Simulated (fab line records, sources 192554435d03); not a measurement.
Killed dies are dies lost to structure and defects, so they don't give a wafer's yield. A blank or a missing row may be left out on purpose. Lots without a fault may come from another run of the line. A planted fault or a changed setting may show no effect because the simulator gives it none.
fab line records | flow n5_finfet
record lots=9 wafers=27 last_day=17
route steps=1938 shown HKMG_FIN@388 BEOL_M4@1111 PASSIVATION@1936
lots that met no fault: from a run of the same line without faults
start_h: hours from the record's first day to the start of the lot's first wafer shown | wait_h: hours since the lot's step before | " the same as in the row above | L1.1+2: a row that stands for several wafers | - no value, or no start given | * or withheld: withheld | < > ~ a bound
route shown NAME@n: a module of which the file shows steps, and the number in the route of the first | usual: mean/standard deviation of fault-free wafers | same: alike in all rows | chamber/n: place in a boat | sites: the reading at each site | _std_site: their standard deviation | _edge_site: outer sites' mean less inner sites' | radius_mm: how far each site lies from the wafer's centre | mask NAME#n: copy n | behind: the tool/chamber that last shaped the wafer | hold: why the lot was held/for how many hours/how that ended | device: the transistor (n, p or np) that didn't switch | end of line: the same wafers' tests at the end of the route | a step without rows: its recipe alone | killed: dies lost to structure and defects at the first sort, not the wafer's yield | map: a wafer's dies, x killed, . not, _ none there
set.NAME: the setting as run; set.NAME@STEP: as run at that earlier step | model.NAME: the simulator's own value behind a step, which no gauge read
steps of the route over a sample of lots; a table a step, a row a wafer
services: from which hour (start_h, from the record's first day; less than 0 if before it) a tool's chamber was out of use, for how many hours, and why
## steps
# step N5_HKMG_FIN_ALD_74
# recipe material=La2O3 target_thk_a=5 temp_c=250 ald_precursor_family=La-Cp ald_co_reactant=O3 pulse_time_s=6 co_reactant_pulse_time_s=1 purge_time_s=3 co_reactant_purge_time_s=3
# usual heater_power_w=344/42 precursor_pulse_height_rel=0.999/0.019
# columns lot.wafer tool chamber start_h wait_h heater_power_w precursor_pulse_height_rel since_wet_clean_h
L382.1 ald_hk-03 3 88.93 0.2 350 1.023 1865
L382.2 " 0 " " 344 0.979 1865
L382.4 " 1 " " 382 0.980 1865
L383.1 ald_hk-01 3 95.26 0.2 407 0.951 975
L383.2 " 2 " " 386 0.969 975
L383.4 " 1 " " 319 0.979 975
L389.1 ald_hk-03 3 132.75 0.2 353 1.003 1909
L389.3 " 1 " " 381 0.993 1909
L389.5 " 1 " " 381 0.979 -
L390.2 ald_hk-01 0 136.95 0.2 344 0.989 1017
L390.4 " 2 " " 370 1.032 1017
L390.6 " 3 " " 415 0.992 -
L391.1 ald_hk-03 3 141.89 0.2 350 0.998 1918
L391.2 " 0 " " 341 1.039 1918
L391.3 " 2 " " 303 1.005 1918
L392.1 ald_hk-01 0 147.68 0.2 349 0.994 1028
L392.2 " 1 " " 322 0.955 1028
L392.5 " 3 " " 406 0.989 -
L394.1 ald_hk-01 1 159.43 0.2 329 0.992 1039
L394.4 " 3 " " 422 1.016 1039
L394.6 " 2 " " 372 1.001 -
L395.1 ald_hk-03 3 167.64 0.2 355 1.012 1944
L395.5 " 3 " " 360 1.032 -
L395.6 " 0 " " 326 0.994 -
L381.2 ald_hk-02 1 189.58 0.2 307 0.978 160
L381.3 " 0 " " 322 0.979 160
L381.5 " 0 " " 324 1.029 -
# step N5_HKMG_FIN_OVL_MEAS_50
# recipe points_per_wafer=44
# usual NDIPOLE_OVL=-0.6/0.71
# columns lot.wafer tool chamber start_h wait_h NDIPOLE_OVL[nm]
L382.1 overlay-01 0 89.51 0.0 -0.6
L382.2 " 0 " " -0.9
L382.4 " 0 " " -0.3
L383.1 overlay-01 0 95.83 0.0 0.6
L383.2 " 0 " " -0.8
L383.4 " 0 " " 0.4
L389.1 overlay-01 0 133.20 0.0 -1.3
L389.3 " 0 " " -1.3
L389.5 " 0 " " -1.0
L390.2 overlay-02 0 137.40 0.0 0.6
L390.4 " 0 " " 0.0
L390.6 " 0 " " -0.5
L391.1 overlay-02 0 142.47 0.0 -0.2
L391.2 " 0 " " -1.1
L391.3 " 0 " " -0.8
L392.1 overlay-02 0 148.13 0.0 -0.9
L392.2 " 0 " " -1.3
L392.5 " 0 " " -1.4
L394.1 overlay-02 0 160.00 0.0 -1.2
L394.4 " 0 " " -0.5
L394.6 " 0 " " 0.5
L395.1 overlay-02 0 168.24 0.0 0.9
L395.5 " 0 " " 0.2
L395.6 " 0 " " 0.6
L381.2 overlay-01 0 190.31 0.0 -1.0
L381.3 " 0 " " -1.2
L381.5 " 0 " " -1.1
# step N5_HKMG_FIN_STRIP_57
# recipe chemistry=CF4 resist=SiARC power_w=300 bias_power_w=75 pressure_mtorr=50 cf4_flow_sccm=150 rf_frequency_hz=6e+07
# usual bias_power_w=75.03/0.22 cf4_flow_sccm=150.0/0.47 drypump_motor_current_A=5.6/0.34 oes_product_au=0.77/0.065 rf_vpp_V=271.7/1.3 showerhead_plenum_p_Torr=1.82/0.041 throttle_valve_pct=13.65/0.29
# columns lot.wafer tool chamber start_h wait_h bias_power_w cf4_flow_sccm drypump_motor_current_A oes_product_au rf_hours_counter_h rf_vpp_V showerhead_plenum_p_Torr throttle_valve_pct
L382.1 rie_diel-03 2 89.86 0.0 74.70 149.4 6.3 0.74 170 270.9 1.78 13.66
L382.2 " 3 " " 75.03 149.3 5.1 0.76 130 271.7 1.81 13.62
L382.4 " 1 " " 74.86 150.5 5.8 0.80 85 270.7 1.83 13.51
L383.1 rie_diel-03 0 96.17 0.0 75.25 149.5 5.3 0.70 221 271.3 1.83 13.95
L383.2 " 2 " " 74.93 149.8 6.2 0.74 173 269.4 1.78 13.66
L383.4 " 3 " " 74.86 149.3 5.1 0.75 133 271.3 1.81 13.62
L389.1 rie_diel-01 1 133.71 0.0 - - - - - - - -
L389.3 " 2 " " - - - - - - - -
L389.5 " 0 " " - - - - - - - -
L390.2 rie_diel-03 0 137.74 0.0 - - - - - - - -
L390.4 " 1 " " - - - - - - - -
L390.6 " 2 " " - - - - - - - -
L391.1 rie_diel-03 1 142.81 0.0 74.80 150.6 5.8 0.78 103 272.6 1.83 13.56
L391.2 " 2 " " 74.84 150.9 6.3 0.73 191 270.0 1.78 13.69
L391.3 " 3 " " 75.16 150.5 5.2 0.73 150 270.5 1.81 13.65
L392.1 rie_diel-03 2 148.47 0.0 75.27 149.4 6.3 0.73 193 270.5 1.77 13.70
L392.2 " 0 " " 74.85 150.2 5.3 0.69 238 271.8 1.82 14.00
L392.5 " 0 " " 74.82 150.0 5.3 0.69 - 272.0 1.82 13.99
L394.1 rie_diel-03 3 160.34 0.0 74.98 150.3 5.1 0.73 156 270.3 1.81 13.69
L394.4 " 2 " " 74.89 149.7 6.3 0.73 197 269.5 1.77 13.70
L394.6 " 2 " " 74.98 150.2 6.2 0.73 - 271.2 1.77 13.69
L395.1 rie_diel-03 2 168.58 0.0 75.19 149.8 6.3 0.73 200 270.7 1.77 13.70
L395.5 " 2 " " 75.27 150.5 6.3 0.73 - 270.2 1.77 13.71
L395.6 " 1 " " 75.10 150.3 5.8 0.78 - 272.2 1.83 13.59
L381.2 rie_diel-01 2 190.85 0.0 75.29 149.6 5.7 0.69 235 272.0 1.85 14.03
L381.3 " 3 " " 74.97 149.5 5.5 0.87 44 270.6 1.76 13.20
L381.5 " 0 " " 74.79 149.7 5.7 0.84 - 274.5 1.89 13.19
# step N5_HKMG_FIN_ALD_79
# recipe material=TiN target_thk_a=15 temp_c=400 ald_precursor_family=TiCl4 ald_co_reactant=NH3 pulse_time_s=1 purge_time_s=3 co_reactant_purge_time_s=2 co_reactant_pulse_time_s=2 ald_cycles=68 pressure_torr=3
# usual heater_power_w=872/89 precursor_pulse_height_rel=1.000/0.02
# columns lot.wafer tool chamber start_h wait_h heater_power_w precursor_pulse_height_rel since_wet_clean_h
L382.1 ald_metal-02 1 90.94 0.0 841 0.989 2831
L382.2 " 2 " " 840 0.974 2831
L382.4 " 0 " " 976 0.979 2831
L383.1 ald_metal-02 0 97.26 0.0 980 0.958 2837
L383.2 " 3 " " 637 0.992 2837
L383.4 " 2 " " 853 1.012 2837
L389.1 ald_metal-01 1 134.83 0.0 868 1.012 5952
L389.3 " 0 " " 996 1.046 5952
L389.5 " 2 " " 867 1.011 -
L390.2 ald_metal-04 3 138.82 0.0 759 0.995 4417
L390.4 " 2 " " 972 1.024 4417
L390.6 " 1 " " 967 1.053 -
L391.1 ald_metal-01 2 143.89 0.0 860 0.978 5961
L391.2 " 0 " " 957 0.965 5961
L391.3 " 1 " " 832 0.982 5961
L392.1 ald_metal-04 0 149.87 0.0 979 1.010 4428
L392.2 " 1 " " 960 1.036 4428
L392.5 " 0 " " 977 0.992 -
L394.1 ald_metal-04 3 161.43 0.0 747 0.990 4440
L394.4 " 0 " " 951 1.003 4440
L394.6 " 3 " " 754 1.003 -
L395.1 ald_metal-02 3 169.73 0.0 639 1.039 2910
L395.5 " 3 " " 638 0.999 -
L395.6 " 0 " " 982 0.980 -
L381.2 ald_metal-01 1 191.94 0.0 842 1.015 6009
L381.3 " 0 " " 956 0.977 6009
L381.5 " 1 " " 841 0.989 -
# step N5_HKMG_FIN_INSPECT_14
# recipe mode=adi inspect_instrument=macro
# usual raw_defect_count=2.2/1.4
# columns lot.wafer tool chamber start_h wait_h raw_defect_count
L382.1 defect_inspect-02 - 92.82 0.0 3
L382.2 " - " " 3
L382.4 " - " " 2
L383.1 defect_inspect-02 - 99.23 0.0 2
L383.2 " - " " 4
L383.4 " - " " 3
L389.1 defect_inspect-02 - 136.80 0.0 28
L389.3 " - " " 14
L389.5 " - " " 15
L390.2 defect_inspect-01 - 140.80 0.0 20
L390.4 " - " " 10
L390.6 " - " " 25
L391.1 defect_inspect-02 - 145.79 0.0 4
L391.2 " - " " 0
L391.3 " - " " 2
L392.1 defect_inspect-02 - 151.71 0.0 2
L392.2 " - " " 2
L392.5 " - " " 3
L394.1 defect_inspect-01 - 163.28 0.0 2
L394.4 " - " " 3
L394.6 " - " " 0
L395.1 defect_inspect-01 - 171.87 0.0 0
L395.5 " - " " 1
L395.6 " - " " 3
L381.2 defect_inspect-01 - 193.91 0.0 2
L381.3 " - " " 1
L381.5 " - " " 2
# step N5_BEOL_M4_RC_MEAS_101
# usual DIBL_N=36.1/1.6 DIBL_P=35.7/1.8 IOFF_N=0.159/0.027 IOFF_P=0.21/0.03 ION_N=673/10 ION_P=462/7.4 SS_N=71.4/0.56 SS_P=73.2/0.61 VT_N=249.7/3 VT_P=-250/3.1
# columns lot.wafer tool chamber start_h wait_h DIBL_N[mV/V] DIBL_P[mV/V] IOFF_N[nA/um] IOFF_P[nA/um] ION_N[uA/um] ION_P[uA/um] SS_N[mV/dec] SS_P[mV/dec] VT_N[mV] VT_P[mV]
L382.1 prober-02 0 183.10 0.0 33.5 30.8 0.133 0.20 683 480 70.9 72.1 249.5 -248
L382.2 " 0 " " 35.2 33.0 0.156 0.23 686 476 70.7 72.6 249.5 -246
L382.4 " 0 " " 37.1 34.6 0.187 0.26 677 471 72.3 73.4 245.7 -244
L383.1 prober-02 0 185.16 0.0 37.9 37.4 0.156 0.19 664 448 71.6 73.6 252.5 -253
L383.2 " 0 " " 36.6 35.8 0.136 0.18 662 451 71.7 73.1 253.1 -254
L383.4 " 0 " " 39.2 38.7 0.189 0.24 678 458 72.0 73.8 248.9 -251
L391.1 prober-01 0 237.41 0.0 38.7 37.3 0.185 0.24 683 466 71.8 73.4 248.5 -250
L391.2 " 0 " " 37.7 36.7 0.170 0.22 676 463 71.8 74.3 249.2 -248
L391.3 " 0 " " 36.6 34.5 0.151 0.19 654 450 71.3 73.6 253.6 -251
L392.1 prober-02 0 244.78 0.0 36.8 38.0 0.164 0.26 664 462 71.3 73.9 248.3 -246
L392.2 " 0 " " 35.7 36.2 0.139 0.22 675 471 71.6 72.9 252.3 -250
L392.5 " 0 " " 36.5 37.4 0.158 0.25 678 469 70.7 74.2 249.6 -245
L394.1 prober-01 0 255.28 0.0 39.8 39.4 0.213 0.26 686 463 72.4 75.0 248.3 -249
L394.4 " 0 " " 38.1 36.4 0.185 0.20 687 461 71.5 73.2 247.3 -253
L394.6 " 0 " " 38.0 36.1 0.174 0.19 683 456 71.9 73.5 248.9 -253
L395.1 prober-02 0 255.59 0.0 36.1 36.2 0.161 0.22 682 473 72.0 72.8 248.9 -245
L395.5 " 0 " " 35.4 35.9 0.151 0.22 681 466 71.7 73.7 250.4 -246
L395.6 " 0 " " 37.2 38.5 0.198 0.26 694 471 71.3 72.9 244.0 -246
L381.2 prober-02 0 307.72 0.2 35.2 36.1 0.172 0.23 691 479 71.9 73.7 247.3 -247
L381.3 " 0 " " 34.6 35.4 0.143 0.23 664 471 71.3 73.3 251.2 -246
L381.5 " 0 " " 35.8 36.3 0.170 0.24 680 468 71.6 74.1 250.4 -246
# step N5_PASSIVATION_PROBE_49
# usual defect_limited_yield=91.0/1.3 killed_at_M0_to_M3=33/10 killed_at_M4_up=14/5.6 killed_at_contacts=12/5.8 killed_at_front_end=43/11 killed_at_other=4.1/2.8 killed_dies=106/15 killed_on_rim=14/3.9 killed_open=70/12 killed_short=34/7.5 sort_bin_5_function=5.3/0.88 sort_bin_6_memory=3.3/0.64 sort_n_pass=1074/15 sort_yield_pct=91.0/1.3
# same gross_dies=1180 killed_at_back_side=0 sort_bin_4_leakage[%]=0 sort_bin_8_speed[%]=0
# columns lot.wafer tool chamber start_h wait_h defect_limited_yield[%] killed_at_M0_to_M3 killed_at_M4_up killed_at_contacts killed_at_front_end killed_at_other killed_dies killed_on_rim killed_open killed_short sort_bin_5_function[%] sort_bin_6_memory[%] sort_n_pass sort_yield_pct[%]
L383.1 prober-02 - 293.17 0.0 92.2 34 13 9 35 1 92 10 65 26 5.4 2.0 1088 92.2
L383.2 prober-02 - 293.22 0.1 90.8 39 16 9 42 2 108 17 75 32 5.3 3.6 1072 90.8
L383.4 prober-02 - 293.32 0.2 90.0 56 11 9 41 1 118 17 74 38 5.5 3.8 1062 90.0
L391.1 prober-01 - 340.72 0.0 89.9 48 18 11 37 5 119 16 87 32 6.2 3.6 1061 89.9
L391.2 prober-01 - 340.77 0.1 91.4 27 19 1 49 6 102 14 65 37 4.5 3.7 1078 91.4
L391.3 prober-01 - 340.82 0.1 91.6 34 15 7 36 7 99 13 60 38 4.3 3.6 1081 91.6
L389.1 prober-02 - 341.31 0.0 0 48 12 12 1104 4 1180 152 88 38 95.9 3.6 0 0
L389.3 prober-02 - 341.41 0.1 0 35 5 9 1131 0 1180 152 77 32 96.1 3.8 0 0
L389.5 prober-02 - 341.51 0.2 0 23 9 11 1128 9 1180 152 68 38 96.8 2.9 0 0
L390.2 prober-01 - 347.35 0.1 0 41 16 12 1107 4 1180 152 65 47 96.9 2.7 0 0
L390.4 prober-01 - 347.45 0.2 0 31 12 7 1128 2 1180 152 57 28 97.6 2.2 0 0
L390.6 prober-01 - 347.55 0.3 0 34 12 14 1114 6 1180 152 54 38 96.2 3.5 0 0
L392.5 prober-02 - 357.45 0.2 91.9 35 16 7 33 5 96 10 59 37 5.5 2.2 1084 91.9
# killed by level:class
L383.1 STI_FIN_REVEAL:geometric_particle:open=14 BEOL_M0_SAQP:geometric_particle:open=8 BEOL_M2:geometric_particle:open=8 MOL_CONTACT_COAG:geometric_particle:open=7 BEOL_M0_SAQP:geometric_particle:short=7 BEOL_M1:geometric_particle:open=6 FIN_SAQP:geometric_particle:open=5 GATE_CUT:geometric_particle:short=4
L383.2 STI_FIN_REVEAL:geometric_particle:open=16 BEOL_M0_SAQP:geometric_particle:short=11 BEOL_M5:geometric_particle:open=9 BEOL_M0_SAQP:geometric_particle:open=8 MOL_CONTACT_COAG:geometric_particle:open=6 FIN_SAQP:geometric_particle:open=5 GATE_CUT:geometric_particle:short=5 BEOL_M3:geometric_particle:open=5
L383.4 BEOL_M0_SAQP:geometric_particle:short=14 BEOL_M2:geometric_particle:open=12 MOL_CONTACT_COAG:geometric_particle:open=9 BEOL_M0_SAQP:geometric_particle:open=9 STI_FIN_REVEAL:geometric_particle:open=8 FIN_SAQP:geometric_particle:open=7 FIN_SAQP:geometric_particle:short=7 BEOL_M1:geometric_particle:open=7
L391.1 BEOL_M0_SAQP:geometric_particle:open=14 FIN_SAQP:geometric_particle:open=11 MOL_CONTACT_COAG:geometric_particle:open=10 BEOL_M3:geometric_particle:open=9 BEOL_M1:geometric_particle:open=7 STI_FIN_REVEAL:geometric_particle:open=6 BEOL_M0_SAQP:geometric_particle:short=6 BEOL_M4:geometric_particle:open=6
L391.2 BEOL_M0_SAQP:geometric_particle:short=13 STI_FIN_REVEAL:geometric_particle:open=12 FIN_SAQP:geometric_particle:short=11 FIN_SAQP:geometric_particle:open=8 BEOL_M4:geometric_particle:open=8 DUMMY_GATE:geometric_particle:open=7 BEOL_M0_SAQP:geometric_particle:open=5 BEOL_M2:geometric_particle:open=4
L391.3 BEOL_M0_SAQP:geometric_particle:open=14 BEOL_M0_SAQP:geometric_particle:short=13 FIN_SAQP:geometric_particle:short=8 BEOL_M4:geometric_particle:open=7 STI_FIN_REVEAL:geometric_particle:open=6 MOL_CONTACT_COAG:geometric_particle:open=6 FIN_SAQP:geometric_particle:open=4 DUMMY_GATE:geometric_particle:open=4
L389.1 HKMG_FIN:area_ald=1053 BEOL_M2:geometric_particle:open=17 STI_FIN_REVEAL:geometric_particle:open=10 FIN_SAQP:geometric_particle:short=9 DUMMY_GATE:geometric_particle:open=9 MOL_CONTACT_COAG:geometric_particle:open=9 BEOL_M2:geometric_particle:short=7 BEOL_M4:geometric_particle:open=7
L389.3 HKMG_FIN:area_ald=1068 FIN_SAQP:geometric_particle:open=13 STI_FIN_REVEAL:geometric_particle:open=13 BEOL_M3:geometric_particle:open=12 FIN_SAQP:geometric_particle:short=10 MOL_CONTACT_COAG:geometric_particle:open=7 DUMMY_GATE:geometric_particle:open=6 BEOL_M0_SAQP:geometric_particle:open=6
L389.5 HKMG_FIN:area_ald=1074 FIN_SAQP:geometric_particle:short=14 FIN_SAQP:geometric_particle:open=11 MOL_CONTACT_COAG:geometric_particle:open=9 DUMMY_GATE:geometric_particle:open=8 BEOL_M3:geometric_particle:open=7 PASS1_CAP:geometric_particle:open=6 STI_FIN_REVEAL:geometric_particle:open=6
L390.2 HKMG_FIN:area_ald=1066 BEOL_M0_SAQP:geometric_particle:open=13 BEOL_M0_SAQP:geometric_particle:short=12 STI_FIN_REVEAL:geometric_particle:open=11 MOL_CONTACT_COAG:geometric_particle:open=9 FIN_SAQP:geometric_particle:short=8 BEOL_M4:geometric_particle:open=5 BEOL_M1:geometric_particle:open=4
L390.4 HKMG_FIN:area_ald=1094 BEOL_M0_SAQP:geometric_particle:short=10 STI_FIN_REVEAL:geometric_particle:open=9 FIN_SAQP:geometric_particle:open=6 MOL_CONTACT_COAG:geometric_particle:open=6 BEOL_M3:geometric_particle:open=6 BEOL_M0_SAQP:geometric_particle:open=5 FIN_SAQP:geometric_particle:short=4
L390.6 HKMG_FIN:area_ald=1086 BEOL_M0_SAQP:geometric_particle:short=11 MOL_CONTACT_COAG:geometric_particle:open=9 BEOL_M0_SAQP:geometric_particle:open=7 BEOL_M4:geometric_particle:open=6 STARTING-WAFER:geometric_particle:short=6 STI_FIN_REVEAL:geometric_particle:open=5 FIN_SAQP:geometric_particle:open=4
L392.5 BEOL_M4:geometric_particle:open=12 BEOL_M0_SAQP:geometric_particle:short=11 STI_FIN_REVEAL:geometric_particle:open=10 BEOL_M0_SAQP:geometric_particle:open=10 MOL_CONTACT_COAG:geometric_particle:open=5 STI_FIN_REVEAL:geometric_particle:short=4 BEOL_M2:geometric_particle:open=4 STARTING-WAFER:geometric_particle:short=4
## services
# columns tool chamber start_h hours kind
ald_hk-01 - 83.38 2.8 pm
rie_diel-01 2 87.98 4.9 repair
rie_diel-01 3 105.08 9.1 repair
rie_diel-01 0 113.19 5.2 repair
ald_metal-04 - 164.03 1.0 repair
rie_diel-03 0 170.10 5.9 repair
ald_metal-02 3 182.24 6.9 repair
ald_hk-03 - 190.21 0.2 repair
rie_diel-03 0 190.51 - clean
rie_diel-03 0 190.51 - consumable_replace:focus_ring
rie_diel-03 0 190.51 12.7 scheduled_down
rie_diel-03 0 190.51 12.7 vent_cycle
## key
first_sign step=N5_HKMG_FIN_STRIP_57 reading=tool_record direction=missing
effect step=N5_HKMG_FIN_INSPECT_14 reading=raw_defect_count direction=up sigmas=12 usual=2.2 struck=18.7
effect step=N5_PASSIVATION_PROBE_49 reading=sort_bin_5_function direction=up sigmas=99+ usual=5.3 struck=96.6
more_kills_born_at N5_HKMG_FIN_ALD_79@ald_metal-04=3246 N5_HKMG_FIN_ALD_79@ald_metal-01=3195
met_at N5_HKMG_FIN_STRIP_57
struck_lots L389,L390
later_rows_left_out L389.1,L389.3,L389.5,L390.2,L390.4,L390.6
not_acting_at N5_HKMG_FIN_ALD_74,N5_HKMG_FIN_OVL_MEAS_50,N5_HKMG_FIN_ALD_79
onset_between 96.17 133.71
fault kind=skipped_step_whole tool=rie_diel-01,rie_diel-03 chamber=- onset_h=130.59 steps=N5_HKMG_FIN_STRIP_57 scope=struck_lots_only
# later_rows_left_out: the simulator's readings of these wafers behind a module that went badly wrong aren't trusted and aren't shown, but for the sort
